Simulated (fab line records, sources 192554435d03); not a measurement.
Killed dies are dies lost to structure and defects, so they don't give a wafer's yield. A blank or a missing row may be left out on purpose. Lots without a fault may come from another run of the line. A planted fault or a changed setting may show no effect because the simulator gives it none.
Which tool did it? | flow n5_finfet | 9 lots, 27 wafers sampled, at 5 steps of a route of 1938

WHAT THE GAUGES READ, wafer by wafer
N5_MOL_CONTACT_COAG_CD_MEAS_40: target cd 25.1 nm. Usual: cd_nm 25.09 nm, standard deviation 0.26.
lot  | measured     | on        | cd_nm (nm)        | flag
L507 | day 5 06:36  | cd_sem-01 | 25.12 24.79 25.23 |
L508 | day 5 11:59  | cd_sem-02 | 24.73 25.44 25.13 |
L509 | day 5 19:26  | cd_sem-03 | 25.07 24.95 25.06 |
L511 | day 6 06:43  | cd_sem-01 | 24.93 24.83 24.73 |
L512 | day 6 12:56  | cd_sem-01 | 25.55 25.41 25.13 |
L513 | day 6 16:42  | cd_sem-02 | 24.88 25.15 24.85 |
L518 | day 7 23:20  | cd_sem-01 | 24.90 24.78 25.15 |
L523 | day 9 06:13  | cd_sem-02 | 25.16 25.11 25.01 |
L530 | day 10 18:41 | cd_sem-01 | 24.95 24.91 25.22 |

N5_BEOL_M4_RC_MEAS_101. Usual: DIBL_N 36.0 mV/V, standard deviation 1.7; DIBL_P 36.0 mV/V, standard deviation 2; IOFF_N 0.156 nA/um, standard deviation 0.028; IOFF_P 0.21 nA/um, standard deviation 0.04; ION_N 673 uA/um, standard deviation 12; ION_P 463 uA/um, standard deviation 8.3; SS_N 71.4 mV/dec, standard deviation 0.6; SS_P 73.3 mV/dec, standard deviation 0.66; VT_N 250 mV, standard deviation 3; VT_P -250 mV, standard deviation 3.8.
lot  | measured     | on        | DIBL_N (mV/V)  | DIBL_P (mV/V)  | IOFF_N (nA/um)    | IOFF_P (nA/um) | ION_N (uA/um) | ION_P (uA/um) | SS_N (mV/dec)  | SS_P (mV/dec)  | VT_N (mV)   | VT_P (mV)      | flag
L507 | day 7 21:32  | prober-01 | 35.2 33.2 33.7 | 35.4 33.1 34.3 | 0.146 0.118 0.132 | 0.20 0.16 0.19 | 668 661 667   | 470 461 458   | 71.2 70.4 71.0 | 73.2 73.0 72.7 | 252 254 252 | -250 -253 -250 |
L508 | day 8 05:31  | prober-01 | 33.3 35.7 35.2 | 32.2 35.4 34.4 | 0.102 0.135 0.136 | 0.17 0.20 0.20 | 653 654 666   | 460 456 459   | 70.6 72.1 71.4 | 72.2 73.7 72.7 | 256 254 254 | -253 -251 -249 |
L509 | day 8 01:18  | prober-02 | 35.8 38.5 35.0 | 35.5 39.1 35.3 | 0.155 0.207 0.146 | 0.16 0.22 0.17 | 674 680 668   | 460 454 454   | 72.5 72.3 70.5 | 73.2 74.7 73.0 | 250 248 248 | -257 -251 -256 |
L511 | day 8 13:30  | prober-01 | 36.4 35.6 35.0 | 39.0 36.4 36.8 | 0.167 0.153 0.141 | 0.26 0.22 0.21 | 684 667 660   | 469 466 462   | 72.0 71.8 70.9 | 73.6 72.4 73.0 | 249 253 251 | -245 -247 -249 |
L512 | day 8 22:27  | prober-01 | 34.8 37.8 35.3 | 33.7 38.1 34.2 | 0.118 0.169 0.136 | 0.18 0.24 0.18 | 652 669 672   | 454 465 463   | 71.3 72.4 71.1 | 73.1 73.7 72.9 | 255 250 250 | -252 -246 -252 |
L513 | day 9 11:20  | prober-02 | 39.3 36.9 38.1 | 39.6 36.2 36.6 | 0.205 0.154 0.160 | 0.27 0.21 0.21 | 676 662 662   | 471 456 455   | 72.0 71.2 71.5 | 75.0 74.1 74.0 | 248 254 254 | -247 -253 -254 |
L518 | day 10 20:08 | prober-01 | 39.2 32.8 35.6 | 38.8 30.8 34.7 | 0.220 0.107 0.146 | 0.28 0.16 0.21 | 699 658 670   | 477 465 463   | 72.1 70.5 71.4 | 74.7 72.3 73.2 | 243 254 252 | -247 -252 -252 |
L523 | day 11 23:07 | prober-02 | 38.2 - -       | 39.8 - -       | 0.180 - -         | 0.26 - -       | 676 - -       | 466 - -       | 71.8 - -       | 73.4 - -       | 248 - -     | -246 - -       |
L530 | day 14 00:35 | prober-02 | 36.8 - -       | 37.8 - -       | 0.184 - -         | 0.23 - -       | 694 - -       | 471 - -       | 71.0 - -       | 73.2 - -       | 246 - -     | -249 - -       |

WHICH TOOL RAN EACH LOT (tool, then ch and the chambers of the sampled wafers, then the start)
lot  | N5_MOL_CONTACT_COAG_ETCHBACK_135   | N5_MOL_CONTACT_COAG_ALD_133       | N5_MOL_CONTACT_COAG_ETCHBACK_134
L507 | rie_diel-01 ch 0,1,3, day 5 05:55  | ald_sin-04 ch 0,2, day 5 06:53    | rie_diel-01 ch 0,2, day 5 07:12
L508 | rie_diel-03 ch 1,3, day 5 11:18    | ald_sin-04 ch 1,2, day 5 12:14    | rie_diel-01 ch 0,3, day 5 12:29
L509 | rie_diel-03 ch 0,3, day 5 18:37    | ald_sin-04 ch 0,1,2, day 5 19:50  | rie_diel-03 ch 1,3, day 5 20:01
L511 | rie_diel-01 ch 0,1,3, day 6 05:47  | ald_sin-02 ch 0,1,2, day 6 07:52  | rie_diel-03 ch 1,2,3, day 6 08:08
L512 | rie_diel-01 ch 0,1,2, day 6 12:14  | ald_sin-01 ch 0,1,2, day 6 13:51  | rie_diel-03 ch 1,2,3, day 6 14:21
L513 | rie_diel-06 ch 2,3, day 6 15:47    | ald_sin-02 ch 1,2,3, day 6 16:58  | rie_diel-03 ch 1,3, day 6 17:08
L518 | rie_diel-06 ch 0,1,2, day 7 22:35  | ald_sin-01 ch 0,2,3, day 7 23:37  | rie_diel-03 ch 0,2,3, day 8 00:08
L523 | rie_diel-06 ch 0,1,3, day 9 05:23  | ald_sin-04 ch 1,2, day 9 06:28    | rie_diel-03 ch 1,2,3, day 9 06:39
L530 | rie_diel-06 ch 0,2,3, day 10 18:00 | ald_sin-04 ch 0,2,3, day 10 18:57 | rie_diel-03 ch 0,1, day 10 19:16
- N5_MOL_CONTACT_COAG_ETCHBACK_135: etches SiO2 in CHF3, target depth 25 nm, time 16.7 s.
- N5_MOL_CONTACT_COAG_ALD_133: deposits SiO2, target thk 5 nm, pulse time 1 s, co reactant pulse time 1 s.
- N5_MOL_CONTACT_COAG_ETCHBACK_134: etches SiO2 in CHF3, target depth 10 nm, time 6.7 s.

WHAT THE TOOLS THEMSELVES READ (means of the sampled wafers that have a number; where no wafer has one, the mark that the record gives instead)
N5_MOL_CONTACT_COAG_ETCHBACK_135. Usual: bias_w 170.1 W, standard deviation 0.49; drypump_motor_current_A 5.8 A, standard deviation 0.45; oes_product_au 0.81 a.u., standard deviation 0.094; rf_vpp_V 521 V, standard deviation 8.1; showerhead_plenum_p_Torr 2.41 Torr, standard deviation 0.059; throttle_valve_pct 18.76 %, standard deviation 0.24.
lot  | tool        | bias_w (W) | drypump_motor_current_A (A) | oes_product_au (a.u.) | rf_vpp_V (V) | showerhead_plenum_p_Torr (Torr) | throttle_valve_pct (%) | flag
L507 | rie_diel-01 | 170.1      | 6.2                         | 0.78                  | 520          | 2.41                            | 18.69                  |
L508 | rie_diel-03 | 170.1      | 5.8                         | 0.79                  | 513          | 2.34                            | 18.66                  |
L509 | rie_diel-03 | 170.0      | 5.8                         | 0.69                  | 524          | 2.40                            | 19.00                  |
L511 | rie_diel-01 | 170.1      | 6.2                         | 0.76                  | 521          | 2.41                            | 18.70                  |
L512 | rie_diel-01 | 169.7      | 6.2                         | 0.76                  | 517          | 2.41                            | 18.75                  |
L513 | rie_diel-06 | 169.5      | 5.6                         | 0.72                  | 523          | 2.42                            | 19.00                  |
L518 | rie_diel-06 | 170.3      | 5.6                         | 0.79                  | 530          | 2.50                            | 18.78                  |
L523 | rie_diel-06 | 170.6      | 5.7                         | 0.80                  | 525          | 2.46                            | 18.80                  |
L530 | rie_diel-06 | 170.5      | 5.4                         | 0.82                  | 526          | 2.42                            | 18.84                  |

N5_MOL_CONTACT_COAG_ALD_133. Usual: heater_power_w 77 W, standard deviation 8.6; precursor_pulse_height_rel 0.999, standard deviation 0.021.
lot  | tool       | heater_power_w (W) | precursor_pulse_height_rel | flag
L507 | ald_sin-04 | 70                 | 0.994                      |
L508 | ald_sin-04 | 74                 | 0.983                      |
L509 | ald_sin-04 | 74                 | 1.013                      |
L511 | ald_sin-02 | 86                 | 0.993                      |
L512 | ald_sin-01 | 72                 | 0.986                      |
L513 | ald_sin-02 | 81                 | 1.011                      |
L518 | ald_sin-01 | 80                 | 1.003                      |
L523 | ald_sin-04 | 77                 | 0.972                      |
L530 | ald_sin-04 | 73                 | 1.017                      |

N5_MOL_CONTACT_COAG_ETCHBACK_134. Usual: bias_w 170.0 W, standard deviation 0.46; drypump_motor_current_A 5.8 A, standard deviation 0.44; oes_product_au 0.85 a.u., standard deviation 0.098; rf_vpp_V 519 V, standard deviation 7.2; showerhead_plenum_p_Torr 2.39 Torr, standard deviation 0.052; throttle_valve_pct 18.69 %, standard deviation 0.21.
lot  | tool        | bias_w (W) | drypump_motor_current_A (A) | oes_product_au (a.u.) | rf_vpp_V (V) | showerhead_plenum_p_Torr (Torr) | throttle_valve_pct (%) | flag
L507 | rie_diel-01 | 169.6      | 6.2                         | 0.71                  | 512          | 2.42                            | 18.94                  |
L508 | rie_diel-01 | 170.1      | 5.9                         | 0.71                  | 518          | 2.39                            | 18.86                  |
L509 | rie_diel-03 | 170.2      | 5.9                         | 0.84                  | 515          | 2.34                            | 18.70                  |
L511 | rie_diel-03 | 170.1      | 5.7                         | 0.85                  | 514          | 2.37                            | 18.68                  |
L512 | rie_diel-03 | 170.0      | 5.7                         | 0.84                  | 516          | 2.37                            | 18.69                  |
L513 | rie_diel-03 | 169.8      | 5.9                         | 0.83                  | 514          | 2.34                            | 18.71                  |
L518 | rie_diel-03 | 170.3      | 5.6                         | 0.95                  | 520          | 2.40                            | 18.59                  |
L523 | rie_diel-03 | 170.0      | 5.7                         | 0.89                  | 514          | 2.36                            | 18.60                  |
L530 | rie_diel-03 | 170.4      | 5.9                         | 0.86                  | 524          | 2.39                            | 18.79                  |

THE ANSWER, worked out from the rows above alone
Rule: a lot is off if the mean of its wafers that have a number lies more than 3 standard deviations from the usual mean. A lot without any number at a reading at which 4 lots or more have one is off too. The other lots that the step has rows for count as sound. The gauges are gone through in route order, then the tools' own readings, and for those a lot's mean is taken as printed above. The first step at which some lot is off is used, and at that step the reading that is off furthest; a lot without a number counts as furthest.
No lot is off at any reading shown: from this, nothing can be told.

WHAT THE SIMULATOR HAD PUT IN
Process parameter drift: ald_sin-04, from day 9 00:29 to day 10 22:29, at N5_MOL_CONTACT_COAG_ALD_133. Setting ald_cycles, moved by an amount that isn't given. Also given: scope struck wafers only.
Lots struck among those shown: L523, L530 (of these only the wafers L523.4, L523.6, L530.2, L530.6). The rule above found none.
